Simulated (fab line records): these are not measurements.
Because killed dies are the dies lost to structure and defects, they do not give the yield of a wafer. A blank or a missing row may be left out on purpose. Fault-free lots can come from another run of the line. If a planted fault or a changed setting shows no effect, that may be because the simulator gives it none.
A single fault, viewed from 3 desks ; flow n5_finfet ; numbers are kept per desk, each desk with only its own; the story behind them comes last

TOOL OWNER'S DESK, pecvd-03
The tool's own readings at N5_BEOL_M8_PECVD_70 (deposits SiO2 from TEOS/O2, target thk 20 nm, time 22.7 s): means of the sampled wafers that have a number, for each lot that ran on this tool. Any lot whose mean is over 4 standard deviations away from the usual mean is out of limits and marked OUT; that distance is given in the brackets.
Columns: A = heater_power_outer_w at N5_BEOL_M8_PECVD_70, usual 413 W; B = heater_power_w at N5_BEOL_M8_PECVD_70, usual 697 W; C = showerhead_plenum_p_Torr at N5_BEOL_M8_PECVD_70, usual 8.76 Torr; D = susceptor_temp_C at N5_BEOL_M8_PECVD_70, usual 399.98 C; E = throttle_valve_pct at N5_BEOL_M8_PECVD_70, usual 21.8 %
lot;first seen here;A;B;C;D;E
L312;day 10 08:45;375;601;8.75;399.82;21.6
L313;day 10 16:27;442;695;8.74;399.99;20.6
L318;day 12 01:50;369;593;8.69;394.78 (-24) OUT;20.6
L322;day 12 12:54;438;685;8.77;394.72 (-24) OUT;21.3
L333;day 16 10:40;456;742;8.82;399.74;21.8
This desk finds L318, L322 out of limits, L318 being first, at day 12 01:50 (susceptor_temp_C at N5_BEOL_M8_PECVD_70). L312, L313, L333: within limits.

THE DEFECT DESK
Lot by lot, what the route's inspections counted, given as the mean of those sampled wafers with a number. Any lot whose mean is over 4 standard deviations away from the usual mean is out of limits and marked OUT; that distance is given in the brackets.
Columns: A = raw_defect_count at N5_BEOL_M7_INSPECT_58, usual 72
lot;first seen here;A
L312;day 10 08:04;106
L313;day 10 15:47;68
L314;day 10 21:49;49
L316;day 11 16:56;80
L318;day 12 01:11;54
L322;day 12 12:14;63
L328;day 14 22:54;64
L330;day 15 04:35;44
L332;day 15 07:23;51
L333;day 16 10:01;64
Result from this desk: across the 10 lots, nothing is out of limits.

AT THE METROLOGY DESK
What the gauges read, lot by lot, whatever tool the lot ran on: means of the sampled wafers that have a number. Any lot whose mean is over 4 standard deviations away from the usual mean is out of limits and marked OUT; that distance is given in the brackets.
Columns: A = M8_ILD_THK at N5_BEOL_M8_THK_MEAS_01, usual 155.2 nm
lot;first seen here;A
L312;day 10 08:42;154.3
L313;day 10 16:25;154.1
L314;day 10 22:26;152.7
L316;day 11 18:01;156.0
L318;day 12 01:47;154.9
L322;day 12 12:51;159.0
L328;day 14 23:31;155.8
L330;day 15 05:16;156.5
L332;day 15 08:00;153.5
L333;day 16 10:37;153.8
Result from this desk: across the 10 lots, nothing is out of limits.

TAKEN TOGETHER
The tool owner's desk had the chance to raise an alarm at day 12 01:50 on L318, L322.
Nothing out of limits was seen by the defect desk.
At the metrology desk, nothing out of limits was observed.
The defect desk has L318, L322 on record, within its limits.
The metrology desk holds a record of L318, L322, inside its limits.
Every lot named ran N5_BEOL_M8_PECVD_70 on pecvd-03.

WHAT WAS PUT IN BY THE SIMULATOR
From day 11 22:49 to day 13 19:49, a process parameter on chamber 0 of pecvd-03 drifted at N5_BEOL_M8_PECVD_70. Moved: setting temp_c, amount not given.
Lots struck among those shown: L318, L322.
How many hours passed from the start of the fault until each desk's first out-of-limits reading: the tool owner's desk, 3.
